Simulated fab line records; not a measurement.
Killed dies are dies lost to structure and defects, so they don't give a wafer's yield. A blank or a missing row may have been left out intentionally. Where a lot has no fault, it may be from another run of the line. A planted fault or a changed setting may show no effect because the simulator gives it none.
fab line records :: flow n5Finfet :: part 2 of 2: steps 20 to 27 of 27
[record]
  lots = 5
  wafers = 15
  lastDay = 18
route steps=1938 shown BEOL_M7@1265
lots that met no fault: taken from a fault-free run of the same line
startH: hours from the record's first day to the start of the lot's first wafer shown :: waitH: how many hours have passed since the lot's step before this one :: " the same as in the row above :: L1.1+2: several wafers, shown together as one row :: - no value, or no start was given :: * or withheld: withheld :: < > ~ a bound
route shown NAME@n: names a module that has steps shown in the file, with the first one's number in the route :: usual: mean/standard deviation taken from wafers without a fault :: same: alike in all rows :: chamber/n: place in a boat :: sites: the reading at each site :: _std_site: their standard deviation :: _edge_site: mean of outer sites minus mean of inner sites :: radiusMm: for every site, how far away it sits from the centre of the wafer :: mask NAME#n: copy n :: behind: the last tool/chamber to shape the wafer :: hold: the reason the lot was held/the length of the hold in hours/how it ended :: device: the n, p or np transistor that did not switch :: end of line: the tests these same wafers got at the end of their route :: a step given without rows: its recipe and nothing more :: killed: count of dies lost to structure and defects at first sort (not the wafer's yield) :: map: dies across one wafer; x = killed, . = not, _ = none there
set.NAME: the setting that was run; set.NAME@STEP: the one run at that earlier step :: model.NAME: the simulator's own value behind a step, which no gauge read
certain route steps with their lots: each step a table, each wafer a row
services: the hour from which a tool's chamber was out of use, counted from the record's first day as startH (under 0 if before that day), plus the number of hours and why
[[steps]]
[step N5_BEOL_M7_HM_OPEN_17]
[recipe]
  chemistry = Cl2/BCl3
  targetDepthA = 200
  overetchA = 60
  target = TiN
  maskMaterial = SOC
  ionEnergyEv = 150
  pressureMtorr = 10
  icpW = 1000
  biasW = 126
  Cl2_flow_sccm = 53.25
  bcl3FlowSccm = 21.75
  Ar_flow_sccm = 25
[usual]
  bcl3FlowSccm = 21.75/0.066
  chamberPressureMTorr = 10.000/0.008
  drypumpMotorCurrentA = 5.94/0.2
  oesProductAu = 0.68/0.076
  throttleValvePct = 22.01/0.17
lot.wafer: L075.1
tool: rieMetal-01
chamber: 0
startH: 196.71
waitH: 0.0
bcl3FlowSccm: 21.77
chamberPressureMTorr: 9.995
drypumpMotorCurrentA: 5.82
oesProductAu: 0.54
rfHoursCounterH: 121
throttleValvePct: 22.13

lot.wafer: L075.5
tool: rieMetal-01
chamber: 0
startH: 196.71
waitH: 0.0
bcl3FlowSccm: 21.74
chamberPressureMTorr: 10.006
drypumpMotorCurrentA: 5.86
oesProductAu: 0.54
rfHoursCounterH: -
throttleValvePct: 22.15

lot.wafer: L075.6
tool: rieMetal-01
chamber: 1
startH: 196.71
waitH: 0.0
bcl3FlowSccm: 21.73
chamberPressureMTorr: 9.994
drypumpMotorCurrentA: 6.27
oesProductAu: 0.59
rfHoursCounterH: -
throttleValvePct: 22.14

lot.wafer: L079.2
tool: rieMetal-02
chamber: 1
startH: 232.74
waitH: 0.0
bcl3FlowSccm: 21.68
chamberPressureMTorr: 10.002
drypumpMotorCurrentA: 6.19
oesProductAu: 0.64
rfHoursCounterH: 58
throttleValvePct: 21.95

lot.wafer: L079.3
tool: rieMetal-02
chamber: 0
startH: 232.74
waitH: 0.0
bcl3FlowSccm: 21.77
chamberPressureMTorr: 10.001
drypumpMotorCurrentA: 5.66
oesProductAu: 0.70
rfHoursCounterH: -
throttleValvePct: 22.22

lot.wafer: L079.6
tool: rieMetal-02
chamber: 0
startH: 232.74
waitH: 0.0
bcl3FlowSccm: 21.74
chamberPressureMTorr: 9.996
drypumpMotorCurrentA: 5.63
oesProductAu: 0.69
rfHoursCounterH: -
throttleValvePct: 22.22

lot.wafer: L081.1
tool: rieMetal-01
chamber: 1
startH: 246.27
waitH: 0.0
bcl3FlowSccm: 21.70
chamberPressureMTorr: 9.996
drypumpMotorCurrentA: 6.25
oesProductAu: 0.58
rfHoursCounterH: 88
throttleValvePct: 22.14

lot.wafer: L081.2
tool: rieMetal-01
chamber: 1
startH: 246.27
waitH: 0.0
bcl3FlowSccm: 21.72
chamberPressureMTorr: 10.005
drypumpMotorCurrentA: 6.25
oesProductAu: 0.59
rfHoursCounterH: -
throttleValvePct: 22.14

lot.wafer: L081.4
tool: rieMetal-01
chamber: 1
startH: 246.27
waitH: 0.0
bcl3FlowSccm: 21.60
chamberPressureMTorr: 10.002
drypumpMotorCurrentA: 6.19
oesProductAu: 0.58
rfHoursCounterH: -
throttleValvePct: 22.15

lot.wafer: L085.1
tool: rieMetal-03
chamber: 1
startH: 282.20
waitH: 0.1
bcl3FlowSccm: 21.81
chamberPressureMTorr: 9.988
drypumpMotorCurrentA: 5.75
oesProductAu: 0.70
rfHoursCounterH: 28
throttleValvePct: 21.86

lot.wafer: L085.2
tool: rieMetal-03
chamber: 0
startH: 282.20
waitH: 0.1
bcl3FlowSccm: 21.88
chamberPressureMTorr: 10.009
drypumpMotorCurrentA: 6.01
oesProductAu: 0.75
rfHoursCounterH: 9
throttleValvePct: 22.07

lot.wafer: L085.4
tool: rieMetal-03
chamber: 0
startH: 282.20
waitH: 0.1
bcl3FlowSccm: 21.84
chamberPressureMTorr: 10.003
drypumpMotorCurrentA: 6.03
oesProductAu: 0.76
rfHoursCounterH: -
throttleValvePct: 22.06

lot.wafer: L093.2
tool: rieMetal-03
chamber: 0
startH: 346.38
waitH: 0.0
bcl3FlowSccm: 21.86
chamberPressureMTorr: 10.005
drypumpMotorCurrentA: 6.00
oesProductAu: 0.75
rfHoursCounterH: 14
throttleValvePct: 22.04

lot.wafer: L093.3
tool: rieMetal-03
chamber: 0
startH: 346.38
waitH: 0.0
bcl3FlowSccm: 21.81
chamberPressureMTorr: 9.987
drypumpMotorCurrentA: 5.99
oesProductAu: 0.74
rfHoursCounterH: -
throttleValvePct: 22.07

lot.wafer: L093.5
tool: rieMetal-03
chamber: 1
startH: 346.38
waitH: 0.0
bcl3FlowSccm: 21.69
chamberPressureMTorr: 9.995
drypumpMotorCurrentA: 5.75
oesProductAu: 0.68
rfHoursCounterH: -
throttleValvePct: 21.87
[step N5_BEOL_M7_STRIP_19]
[recipe]
  chemistry = O2
  powerW = 400
  tempC = 40
  pressureMtorr = 30
  rfFrequencyHz = 6e+07
  biasPowerW = 0
  overashFraction = 0.2
  o2FlowSccm = 225
[usual]
  chamberPressureMTorr = 30.00/0.031
  drypumpMotorCurrentA = 5.7/0.39
  oesProductAu = 0.79/0.098
  rfVppV = 3.7/0.56
  showerheadPlenumPTorr = 2.13/0.065
  throttleValvePct = 16.67/0.26
[same]
  biasPowerW = 0
lot.wafer: L075.1
tool: rieDiel-03
chamber: 3
startH: 196.86
waitH: 0.1
chamberPressureMTorr: 29.98
drypumpMotorCurrentA: 5.6
oesProductAu: 0.73
rfHoursCounterH: 196
rfVppV: 3.4
showerheadPlenumPTorr: 2.07
throttleValvePct: 16.75

lot.wafer: L075.5
tool: rieDiel-03
chamber: 3
startH: 196.86
waitH: 0.1
chamberPressureMTorr: 29.96
drypumpMotorCurrentA: 5.6
oesProductAu: 0.73
rfHoursCounterH: -
rfVppV: 3.3
showerheadPlenumPTorr: 2.07
throttleValvePct: 16.72

lot.wafer: L075.6
tool: rieDiel-03
chamber: 0
startH: 196.86
waitH: 0.1
chamberPressureMTorr: 29.98
drypumpMotorCurrentA: 5.3
oesProductAu: 0.79
rfHoursCounterH: -
rfVppV: 4.2
showerheadPlenumPTorr: 2.20
throttleValvePct: 16.71

lot.wafer: L079.2
tool: rieDiel-02
chamber: 0
startH: 233.16
waitH: 0.4
chamberPressureMTorr: 29.98
drypumpMotorCurrentA: 6.6
oesProductAu: 0.68
rfHoursCounterH: 233
rfVppV: 4.0
showerheadPlenumPTorr: 1.97
throttleValvePct: 16.84

lot.wafer: L079.3
tool: rieDiel-02
chamber: 3
startH: 233.16
waitH: 0.4
chamberPressureMTorr: 30.04
drypumpMotorCurrentA: 5.6
oesProductAu: 0.70
rfHoursCounterH: 240
rfVppV: 5.1
showerheadPlenumPTorr: 2.16
throttleValvePct: 16.71

lot.wafer: L079.6
tool: rieDiel-02
chamber: 3
startH: 233.16
waitH: 0.4
chamberPressureMTorr: 30.00
drypumpMotorCurrentA: 5.6
oesProductAu: 0.70
rfHoursCounterH: -
rfVppV: 3.7
showerheadPlenumPTorr: 2.16
throttleValvePct: 16.70

lot.wafer: L081.1
tool: rieDiel-02
chamber: 1
startH: 246.47
waitH: 0.2
chamberPressureMTorr: 29.98
drypumpMotorCurrentA: 6.1
oesProductAu: 0.76
rfHoursCounterH: 163
rfVppV: 4.1
showerheadPlenumPTorr: 2.08
throttleValvePct: 16.28

lot.wafer: L081.2
tool: rieDiel-02
chamber: 2
startH: 246.47
waitH: 0.2
chamberPressureMTorr: 29.97
drypumpMotorCurrentA: 5.2
oesProductAu: 0.73
rfHoursCounterH: 172
rfVppV: 3.4
showerheadPlenumPTorr: 2.18
throttleValvePct: 17.03

lot.wafer: L081.4
tool: rieDiel-02
chamber: 3
startH: 246.47
waitH: 0.2
chamberPressureMTorr: 29.99
drypumpMotorCurrentA: 5.6
oesProductAu: 0.69
rfHoursCounterH: 244
rfVppV: 3.7
showerheadPlenumPTorr: 2.16
throttleValvePct: 16.71

lot.wafer: L085.1
tool: rieDiel-03
chamber: 3
startH: 282.31
waitH: 0.1
chamberPressureMTorr: 29.99
drypumpMotorCurrentA: 5.5
oesProductAu: 0.71
rfHoursCounterH: 230
rfVppV: 3.5
showerheadPlenumPTorr: 2.06
throttleValvePct: 16.78

lot.wafer: L085.2
tool: rieDiel-03
chamber: 0
startH: 282.31
waitH: 0.1
chamberPressureMTorr: 29.98
drypumpMotorCurrentA: 5.4
oesProductAu: 0.75
rfHoursCounterH: 178
rfVppV: 3.3
showerheadPlenumPTorr: 2.19
throttleValvePct: 16.77

lot.wafer: L085.4
tool: rieDiel-03
chamber: 1
startH: 282.31
waitH: 0.1
chamberPressureMTorr: 30.00
drypumpMotorCurrentA: 5.5
oesProductAu: 0.94
rfHoursCounterH: 11
rfVppV: 3.0
showerheadPlenumPTorr: 2.03
throttleValvePct: 16.26

lot.wafer: L093.2
tool: rieDiel-06
chamber: 1
startH: 346.65
waitH: 0.2
chamberPressureMTorr: 30.03
drypumpMotorCurrentA: 5.8
oesProductAu: 0.98
rfHoursCounterH: 7
rfVppV: 3.4
showerheadPlenumPTorr: 2.15
throttleValvePct: 16.49

lot.wafer: L093.3
tool: rieDiel-06
chamber: 3
startH: 346.65
waitH: 0.2
chamberPressureMTorr: 30.03
drypumpMotorCurrentA: 5.7
oesProductAu: 0.90
rfHoursCounterH: 23
rfVppV: 3.5
showerheadPlenumPTorr: 2.14
throttleValvePct: 16.46

lot.wafer: L093.5
tool: rieDiel-06
chamber: 0
startH: 346.65
waitH: 0.2
chamberPressureMTorr: 29.95
drypumpMotorCurrentA: 5.3
oesProductAu: 0.80
rfHoursCounterH: -
rfVppV: 3.3
showerheadPlenumPTorr: 2.12
throttleValvePct: 16.67
[step N5_BEOL_M7_CD_MEAS_18]
[recipe]
  pitchNm = 80
  targetCdNm = 40
[usual]
  cdNm = 40.2/0.61
lot.wafer: L075.1
tool: cdSem-01
chamber: -
startH: 196.93
waitH: 0.0
cdNm: 41.4

lot.wafer: L075.5
tool: cdSem-01
chamber: -
startH: 196.93
waitH: 0.0
cdNm: 41.5

lot.wafer: L075.6
tool: cdSem-01
chamber: -
startH: 196.93
waitH: 0.0
cdNm: 40.9

lot.wafer: L079.2
tool: cdSem-02
chamber: -
startH: 233.23
waitH: 0.1
cdNm: 39.9

lot.wafer: L079.3
tool: cdSem-02
chamber: -
startH: 233.23
waitH: 0.1
cdNm: 39.0

lot.wafer: L079.6
tool: cdSem-02
chamber: -
startH: 233.23
waitH: 0.1
cdNm: 40.0

lot.wafer: L081.1
tool: cdSem-01
chamber: -
startH: 246.54
waitH: 0.0
cdNm: 39.9

lot.wafer: L081.2
tool: cdSem-01
chamber: -
startH: 246.54
waitH: 0.0
cdNm: 41.8

lot.wafer: L081.4
tool: cdSem-01
chamber: -
startH: 246.54
waitH: 0.0
cdNm: 40.4

lot.wafer: L085.1
tool: cdSem-03
chamber: -
startH: 282.38
waitH: 0.0
cdNm: 40.6

lot.wafer: L085.2
tool: cdSem-03
chamber: -
startH: 282.38
waitH: 0.0
cdNm: 40.4

lot.wafer: L085.4
tool: cdSem-03
chamber: -
startH: 282.38
waitH: 0.0
cdNm: 40.2

lot.wafer: L093.2
tool: cdSem-01
chamber: -
startH: 346.72
waitH: 0.1
cdNm: 39.8

lot.wafer: L093.3
tool: cdSem-01
chamber: -
startH: 346.72
waitH: 0.1
cdNm: 40.0

lot.wafer: L093.5
tool: cdSem-01
chamber: -
startH: 346.72
waitH: 0.1
cdNm: 39.8
[step N5_BEOL_M7_COAT_63]
[recipe]
  resist = SOC
  tempC = 250
  timeS = 60
  spinRpm = 1500
  resistThkNm = 60
[usual]
  chillPlateTempC = 22.98/0.097
  dispensePressureKPa = 46/4.7
lot.wafer: L075.1
tool: lithoTrack-02
chamber: 0
startH: 196.97
waitH: 0.0
chillPlateTempC: 23.04
dispensePressureKPa: 52

lot.wafer: L075.5
tool: lithoTrack-02
chamber: 0
startH: 196.97
waitH: 0.0
chillPlateTempC: 22.84
dispensePressureKPa: 52

lot.wafer: L075.6
tool: lithoTrack-02
chamber: 0
startH: 196.97
waitH: 0.0
chillPlateTempC: 23.04
dispensePressureKPa: 52

lot.wafer: L079.2
tool: lithoTrack-02
chamber: 0
startH: 234.84
waitH: 1.6
chillPlateTempC: 22.89
dispensePressureKPa: 52

lot.wafer: L079.3
tool: lithoTrack-02
chamber: 0
startH: 234.84
waitH: 1.6
chillPlateTempC: 23.01
dispensePressureKPa: 52

lot.wafer: L079.6
tool: lithoTrack-02
chamber: 0
startH: 234.84
waitH: 1.6
chillPlateTempC: 22.82
dispensePressureKPa: 52

lot.wafer: L081.1
tool: lithoTrack-02
chamber: 0
startH: 246.96
waitH: 0.4
chillPlateTempC: 22.92
dispensePressureKPa: 52

lot.wafer: L081.2
tool: lithoTrack-02
chamber: 0
startH: 246.96
waitH: 0.4
chillPlateTempC: 22.80
dispensePressureKPa: 52

lot.wafer: L081.4
tool: lithoTrack-02
chamber: 0
startH: 246.96
waitH: 0.4
chillPlateTempC: 22.87
dispensePressureKPa: 52

lot.wafer: L085.1
tool: lithoTrack-04
chamber: 0
startH: 283.50
waitH: 1.1
chillPlateTempC: 22.94
dispensePressureKPa: 43

lot.wafer: L085.2
tool: lithoTrack-04
chamber: 0
startH: 283.50
waitH: 1.1
chillPlateTempC: 22.86
dispensePressureKPa: 43

lot.wafer: L085.4
tool: lithoTrack-04
chamber: 0
startH: 283.50
waitH: 1.1
chillPlateTempC: 23.09
dispensePressureKPa: 43

lot.wafer: L093.2
tool: lithoTrack-02
chamber: 0
startH: 347.11
waitH: 0.4
chillPlateTempC: 23.02
dispensePressureKPa: 52

lot.wafer: L093.3
tool: lithoTrack-02
chamber: 0
startH: 347.11
waitH: 0.4
chillPlateTempC: 23.07
dispensePressureKPa: 52

lot.wafer: L093.5
tool: lithoTrack-02
chamber: 0
startH: 347.11
waitH: 0.4
chillPlateTempC: 23.09
dispensePressureKPa: 52
[step N5_BEOL_M7_COAT_64]
[recipe]
  resist = SiARC
  tempC = 220
  timeS = 60
  spinRpm = 1500
  resistThkNm = 12
[usual]
  chillPlateTempC = 22.99/0.11
  dispensePressureKPa = 46/4.7
lot.wafer: L075.1
tool: lithoTrack-02
chamber: 0
startH: -
waitH: -
chillPlateTempC: 22.89
dispensePressureKPa: 52

lot.wafer: L075.5
tool: lithoTrack-02
chamber: 0
startH: -
waitH: -
chillPlateTempC: 23.03
dispensePressureKPa: 52

lot.wafer: L075.6
tool: lithoTrack-02
chamber: 0
startH: -
waitH: -
chillPlateTempC: 22.95
dispensePressureKPa: 52

lot.wafer: L079.2
tool: lithoTrack-02
chamber: 0
startH: -
waitH: -
chillPlateTempC: 22.84
dispensePressureKPa: 52

lot.wafer: L079.3
tool: lithoTrack-02
chamber: 0
startH: -
waitH: -
chillPlateTempC: 22.79
dispensePressureKPa: 52

lot.wafer: L079.6
tool: lithoTrack-02
chamber: 0
startH: -
waitH: -
chillPlateTempC: 22.93
dispensePressureKPa: 52

lot.wafer: L081.1
tool: lithoTrack-02
chamber: 0
startH: -
waitH: -
chillPlateTempC: 22.87
dispensePressureKPa: 52

lot.wafer: L081.2
tool: lithoTrack-02
chamber: 0
startH: -
waitH: -
chillPlateTempC: 22.96
dispensePressureKPa: 52

lot.wafer: L081.4
tool: lithoTrack-02
chamber: 0
startH: -
waitH: -
chillPlateTempC: 22.90
dispensePressureKPa: 52

lot.wafer: L085.1
tool: lithoTrack-04
chamber: 0
startH: -
waitH: -
chillPlateTempC: 22.84
dispensePressureKPa: 43

lot.wafer: L085.2
tool: lithoTrack-04
chamber: 0
startH: -
waitH: -
chillPlateTempC: 22.87
dispensePressureKPa: 43

lot.wafer: L085.4
tool: lithoTrack-04
chamber: 0
startH: -
waitH: -
chillPlateTempC: 23.10
dispensePressureKPa: 43

lot.wafer: L093.2
tool: lithoTrack-02
chamber: 0
startH: -
waitH: -
chillPlateTempC: 22.98
dispensePressureKPa: 52

lot.wafer: L093.3
tool: lithoTrack-02
chamber: 0
startH: -
waitH: -
chillPlateTempC: 22.96
dispensePressureKPa: 52

lot.wafer: L093.5
tool: lithoTrack-02
chamber: 0
startH: -
waitH: -
chillPlateTempC: 23.03
dispensePressureKPa: 52
[step N5_BEOL_M7_COAT_71]
[recipe]
  resist = underlayer
  tempC = 205
  timeS = 60
  spinRpm = 1500
  resistThkNm = 5
[usual]
  chillPlateTempC = 22.98/0.1
  dispensePressureKPa = 46/4.7
lot.wafer: L075.1
tool: lithoTrack-02
chamber: 0
startH: -
waitH: -
chillPlateTempC: 22.97
dispensePressureKPa: 52

lot.wafer: L075.5
tool: lithoTrack-02
chamber: 0
startH: -
waitH: -
chillPlateTempC: 22.92
dispensePressureKPa: 52

lot.wafer: L075.6
tool: lithoTrack-02
chamber: 0
startH: -
waitH: -
chillPlateTempC: 22.97
dispensePressureKPa: 52

lot.wafer: L079.2
tool: lithoTrack-02
chamber: 0
startH: -
waitH: -
chillPlateTempC: 22.91
dispensePressureKPa: 52

lot.wafer: L079.3
tool: lithoTrack-02
chamber: 0
startH: -
waitH: -
chillPlateTempC: 22.90
dispensePressureKPa: 52

lot.wafer: L079.6
tool: lithoTrack-02
chamber: 0
startH: -
waitH: -
chillPlateTempC: 23.13
dispensePressureKPa: 52

lot.wafer: L081.1
tool: lithoTrack-02
chamber: 0
startH: -
waitH: -
chillPlateTempC: 23.09
dispensePressureKPa: 52

lot.wafer: L081.2
tool: lithoTrack-02
chamber: 0
startH: -
waitH: -
chillPlateTempC: 23.15
dispensePressureKPa: 52

lot.wafer: L081.4
tool: lithoTrack-02
chamber: 0
startH: -
waitH: -
chillPlateTempC: 22.96
dispensePressureKPa: 52

lot.wafer: L085.1
tool: lithoTrack-04
chamber: 0
startH: -
waitH: -
chillPlateTempC: 22.94
dispensePressureKPa: 43

lot.wafer: L085.2
tool: lithoTrack-04
chamber: 0
startH: -
waitH: -
chillPlateTempC: 22.97
dispensePressureKPa: 43

lot.wafer: L085.4
tool: lithoTrack-04
chamber: 0
startH: -
waitH: -
chillPlateTempC: 22.90
dispensePressureKPa: 43

lot.wafer: L093.2
tool: lithoTrack-02
chamber: 0
startH: -
waitH: -
chillPlateTempC: 22.92
dispensePressureKPa: 52

lot.wafer: L093.3
tool: lithoTrack-02
chamber: 0
startH: -
waitH: -
chillPlateTempC: 22.78
dispensePressureKPa: 52

lot.wafer: L093.5
tool: lithoTrack-02
chamber: 0
startH: -
waitH: -
chillPlateTempC: 22.94
dispensePressureKPa: 52
[step N5_BEOL_M7_COAT_22]
[recipe]
  resist = CAR-EUV
  spinRpm = 1500
  resistThkNm = 30
[usual]
  chillPlateTempC = 22.98/0.11
  dispensePressureKPa = 46/4.7
lot.wafer: L075.1
tool: lithoTrack-02
chamber: 0
startH: -
waitH: -
chillPlateTempC: 22.87
dispensePressureKPa: 52

lot.wafer: L075.5
tool: lithoTrack-02
chamber: 0
startH: -
waitH: -
chillPlateTempC: 23.07
dispensePressureKPa: 52

lot.wafer: L075.6
tool: lithoTrack-02
chamber: 0
startH: -
waitH: -
chillPlateTempC: 23.00
dispensePressureKPa: 52

lot.wafer: L079.2
tool: lithoTrack-02
chamber: 0
startH: -
waitH: -
chillPlateTempC: 23.02
dispensePressureKPa: 52

lot.wafer: L079.3
tool: lithoTrack-02
chamber: 0
startH: -
waitH: -
chillPlateTempC: 23.05
dispensePressureKPa: 52

lot.wafer: L079.6
tool: lithoTrack-02
chamber: 0
startH: -
waitH: -
chillPlateTempC: 22.86
dispensePressureKPa: 52

lot.wafer: L081.1
tool: lithoTrack-02
chamber: 0
startH: -
waitH: -
chillPlateTempC: 23.05
dispensePressureKPa: 52

lot.wafer: L081.2
tool: lithoTrack-02
chamber: 0
startH: -
waitH: -
chillPlateTempC: 22.88
dispensePressureKPa: 52

lot.wafer: L081.4
tool: lithoTrack-02
chamber: 0
startH: -
waitH: -
chillPlateTempC: 23.17
dispensePressureKPa: 52

lot.wafer: L085.1
tool: lithoTrack-04
chamber: 0
startH: -
waitH: -
chillPlateTempC: 23.00
dispensePressureKPa: 43

lot.wafer: L085.2
tool: lithoTrack-04
chamber: 0
startH: -
waitH: -
chillPlateTempC: 22.86
dispensePressureKPa: 43

lot.wafer: L085.4
tool: lithoTrack-04
chamber: 0
startH: -
waitH: -
chillPlateTempC: 22.97
dispensePressureKPa: 43

lot.wafer: L093.2
tool: lithoTrack-02
chamber: 0
startH: -
waitH: -
chillPlateTempC: 22.86
dispensePressureKPa: 52

lot.wafer: L093.3
tool: lithoTrack-02
chamber: 0
startH: -
waitH: -
chillPlateTempC: 22.83
dispensePressureKPa: 52

lot.wafer: L093.5
tool: lithoTrack-02
chamber: 0
startH: -
waitH: -
chillPlateTempC: 22.83
dispensePressureKPa: 52
[step N5_BEOL_M7_EBR_24]
[recipe]
  solvent = PGMEA
  ebrWidthMm = 1.5
[usual]
  chillPlateTempC = 22.99/0.1
[same]
  ebrWidthMm = 1.5
lot.wafer: L075.1
tool: lithoTrack-02
chamber: 0
startH: -
waitH: -
chillPlateTempC: 22.86

lot.wafer: L075.5
tool: lithoTrack-02
chamber: 0
startH: -
waitH: -
chillPlateTempC: 23.00

lot.wafer: L075.6
tool: lithoTrack-02
chamber: 0
startH: -
waitH: -
chillPlateTempC: 22.92

lot.wafer: L079.2
tool: lithoTrack-02
chamber: 0
startH: -
waitH: -
chillPlateTempC: 23.04

lot.wafer: L079.3
tool: lithoTrack-02
chamber: 0
startH: -
waitH: -
chillPlateTempC: 22.95

lot.wafer: L079.6
tool: lithoTrack-02
chamber: 0
startH: -
waitH: -
chillPlateTempC: 22.93

lot.wafer: L081.1
tool: lithoTrack-02
chamber: 0
startH: -
waitH: -
chillPlateTempC: 23.05

lot.wafer: L081.2
tool: lithoTrack-02
chamber: 0
startH: -
waitH: -
chillPlateTempC: 22.93

lot.wafer: L081.4
tool: lithoTrack-02
chamber: 0
startH: -
waitH: -
chillPlateTempC: 23.05

lot.wafer: L085.1
tool: lithoTrack-04
chamber: 0
startH: -
waitH: -
chillPlateTempC: 23.09

lot.wafer: L085.2
tool: lithoTrack-04
chamber: 0
startH: -
waitH: -
chillPlateTempC: 23.29

lot.wafer: L085.4
tool: lithoTrack-04
chamber: 0
startH: -
waitH: -
chillPlateTempC: 22.96

lot.wafer: L093.2
tool: lithoTrack-02
chamber: 0
startH: -
waitH: -
chillPlateTempC: 22.97

lot.wafer: L093.3
tool: lithoTrack-02
chamber: 0
startH: -
waitH: -
chillPlateTempC: 22.89

lot.wafer: L093.5
tool: lithoTrack-02
chamber: 0
startH: -
waitH: -
chillPlateTempC: 22.88
[[services]]
tool: arfiScanner-01
chamber: -
startH: 179.61
hours: 0.8
kind: pm

tool: pecvd-04
chamber: 0
startH: 181.95
hours: 2.0
kind: repair

tool: pvdSputter-01
chamber: -
startH: 182.92
hours: 8.3
kind: repair

tool: pecvd-04
chamber: -
startH: 188.59
hours: 2.2
kind: repair

tool: arfiScanner-01
chamber: -
startH: 190.14
hours: 1.3
kind: pm

tool: arfiScanner-01
chamber: -
startH: 191.44
hours: 1.0
kind: pm

tool: rieMetal-01
chamber: -
startH: 195.37
hours: 0.8
kind: repair

tool: pecvd-04
chamber: -
startH: 205.00
hours: 0.8
kind: repair

tool: rieDiel-06
chamber: 2
startH: 205.55
hours: 5.7
kind: repair

tool: arfiScanner-01
chamber: -
startH: 214.62
hours: 3.1
kind: pm

tool: arfiScanner-02
chamber: -
startH: 243.32
hours: 3.9
kind: pm

tool: arfiScanner-01
chamber: -
startH: 264.51
hours: 1.0
kind: pm

tool: arfiScanner-02
chamber: -
startH: 265.51
hours: 0.8
kind: pm

tool: pecvd-04
chamber: -
startH: 269.27
hours: 1.5
kind: repair

tool: arfiScanner-02
chamber: -
startH: 269.49
hours: 1.3
kind: pm

tool: arfiScanner-02
chamber: -
startH: 270.79
hours: 4.9
kind: pm

tool: arfiScanner-02
chamber: -
startH: 278.04
hours: 0.5
kind: repair

tool: arfiScanner-02
chamber: -
startH: 278.57
hours: 1.0
kind: pm

tool: pecvd-01
chamber: 1
startH: 284.69
hours: 6.8
kind: repair

tool: pecvd-01
chamber: -
startH: 286.81
hours: 3.3
kind: repair

tool: arfiScanner-01
chamber: -
startH: 310.74
hours: 1.3
kind: repair

tool: rieDiel-02
chamber: -
startH: 315.59
hours: 2.8
kind: pm

tool: arfiScanner-01
chamber: -
startH: 315.64
hours: 1.3
kind: pm

tool: rieDiel-03
chamber: -
startH: 343.13
hours: 14.6
kind: pm
